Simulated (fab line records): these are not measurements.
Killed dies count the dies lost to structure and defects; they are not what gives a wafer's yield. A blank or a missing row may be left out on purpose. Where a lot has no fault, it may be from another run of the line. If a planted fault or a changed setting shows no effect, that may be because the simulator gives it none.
Chamber matching :: flow nandHarc :: 4 sister chambers for NHARC_A_CHANNEL_FILL_D2_ETCHBACK_19 on rieSi-02
The step etches the open film in HBr/Cl2, target depth 5 nm, time 1.7 s. 4 wafers are shown with their chamber, then 8 later ones without.

## WAFERS WITH THEIR CHAMBER
wafer: L075.3
chamber: 0
oesProductAu (a.u.): 1.009

wafer: L089.2
chamber: 2
oesProductAu (a.u.): 0.996

wafer: L089.6
chamber: 3
oesProductAu (a.u.): 1.003

wafer: L090.1
chamber: 1
oesProductAu (a.u.): 1.014

## WAFERS WITHOUT THEIR CHAMBER
wafer: L090.2
oesProductAu (a.u.): 1.010

wafer: L090.3
oesProductAu (a.u.): 1.012

wafer: L093.4
oesProductAu (a.u.): 1.005

wafer: L093.5
oesProductAu (a.u.): 1.009

wafer: L093.6
oesProductAu (a.u.): 1.003

wafer: L095.1
oesProductAu (a.u.): 1.015

wafer: L095.2
oesProductAu (a.u.): 1.022

wafer: L095.6
oesProductAu (a.u.): 1.005

## THE CHAMBER EACH PASSED THROUGH
wafer: L090.2
from the rows above: can't be placed: 0 or 1 or 3
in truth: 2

wafer: L090.3
from the rows above: can't be placed: 1 or 0
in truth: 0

wafer: L093.4
from the rows above: can't be placed: 3 or 0
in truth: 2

wafer: L093.5
from the rows above: can't be placed: 0 or 1 or 3
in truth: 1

wafer: L093.6
from the rows above: can't be placed: 3 or 0
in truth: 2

wafer: L095.1
from the rows above: can't be placed: 1 or 0
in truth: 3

wafer: L095.2
from the rows above: can't be placed: 1 or 0
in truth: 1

wafer: L095.6
from the rows above: can't be placed: 3 or 0
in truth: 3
Correct placement for 0 of the 8. Can't be placed from these rows: 8 (the true chamber is among the candidates in 4). Wrongly placed: 0.
How it was worked out, from the rows above alone: a wafer's distance from a chamber is the root of the sum, over the readings, of the square of ((its reading less the chamber's mean) divided by the reading's scatter). If the next closest chamber is less than 2 further off than the closest, the wafer can't be placed; otherwise it belongs to the closest. For every chamber, the mean is computed from those of its wafers that are shown. The scatter (one wafer shown for each chamber): square how far every hidden wafer sits from the nearest shown wafer, average those squares and take the square root.
